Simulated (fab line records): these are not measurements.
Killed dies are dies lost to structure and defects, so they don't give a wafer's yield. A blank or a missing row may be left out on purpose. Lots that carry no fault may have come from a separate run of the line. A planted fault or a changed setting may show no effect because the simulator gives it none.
Problem report in the 8D (eight disciplines) form, filled by code	flow nand harc	the parts of the form that need people (team, actions taken, sign-off) are left out

## 1. THE PROBLEM
At NHARC_A_ONON_D2_THK_MEAS_11, thk nm averages 552 nm over 8 wafers from 3 lots, while fault-free wafers read 1002 nm, standard deviation 9.7. Relative to the usual mean, that is a shift of -46 standard deviations.
The step: measures by ellipsometry.
First seen on wafer L746.1, day 19 04:22, on film metro-02. Wafers with a number at this step in the record: 38, from 13 lots. The rule behind "out" and "out of limits": a value lying over 4 standard deviations away from the usual mean. The other wafers with a number count as sound.

## 2. WHAT IT IS AND WHAT IT IS NOT
question	is	is not
which readings at this step	thk nm	-
which lots	L746, L747, L749	L729, L733, L734, L735, L736, L737, L739, L742, L751, L752
which wafers of those lots	all that have a number	-
read on which gauges	film metro-01, film metro-02	-
when	from day 19 04:22	up to then (24 sound wafers); but 6 sound wafers of L751, L752 came after

## 3. SUSPECTS, AND WHAT RULES EACH OUT
Counting: any tool at a process step up to the reading is kept as a suspect provided that every lot that is out went through it and no sound lot did after the first of them.
- the gauge at NHARC_A_ONON_D2_THK_MEAS_11 has been ruled out. The wafers that are out were read on 2 gauges (film metro-01, film metro-02).
- ald sin batch-03 at NHARC_A_CHANNEL_FILL_D1_ALD_15 (deposits SiNx, target thk 2 nm, pulse time 60 s, ald cycles 19): ruled out as a lasting fault. Sound lots L752 ran on it after its first lot that is out, L746 (day 16 18:48). Because NHARC_A_CHANNEL_FILL_D1_ALD_15 lacks a start for some lots, the hours and order of its lots are taken from NHARC_A_CHANNEL_FILL_D1_ETCHBACK_20.
- pecvd onon-02 at NHARC_A_ONON_D2_DEP_09 (target thk 1000 nm): kept. It processed each lot that is out, first L746 at day 19 03:52, and no sound lot thereafter; up to then, the last sound lot it processed was L742 at day 18 10:37.
Remaining after the count: pecvd onon-02 at NHARC_A_ONON_D2_DEP_09.

## 4. THE CAUSE (what the simulator had put in)
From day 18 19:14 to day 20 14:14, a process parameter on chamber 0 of pecvd onon-02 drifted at NHARC_A_ONON_D2_DEP_09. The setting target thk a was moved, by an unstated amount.
Counting left only this tool.

## 5. SEQUENCE OF EFFECTS, ordered by route
Rows list readings where the struck wafers' mean (over those with a number) sits beyond 3 standard deviations from the usual. Only readings whose record carries a usual standard deviation are examined. hours: median over the lots of the time between each lot's start at the first step of this table that gives one and its start at this step. sigmas: the change, counted in usual standard deviations.
hours	step	reading	usual	on struck wafers	change	sigmas
0	NHARC_A_ONON_D2_THK_MEAS_11	thk nm	1002 nm	552	-450	-46
276	NHARC_END_SORT_01	killed at array	52	674	+622	+35
276	NHARC_END_SORT_01	killed dies	56	677	+621	+37

## 6. HOW IT WOULD HAVE BEEN CAUGHT EARLIER
In this record the first reading out of limits at a measuring or inspecting step was taken at day 19 04:22, 9 hours after the fault began at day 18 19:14.
L747, L749, from the lots that are out (3), started NHARC_A_ONON_D2_DEP_09 on pecvd onon-02 later than day 19 04:22. A hold on the tool at that time would have spared those 2.
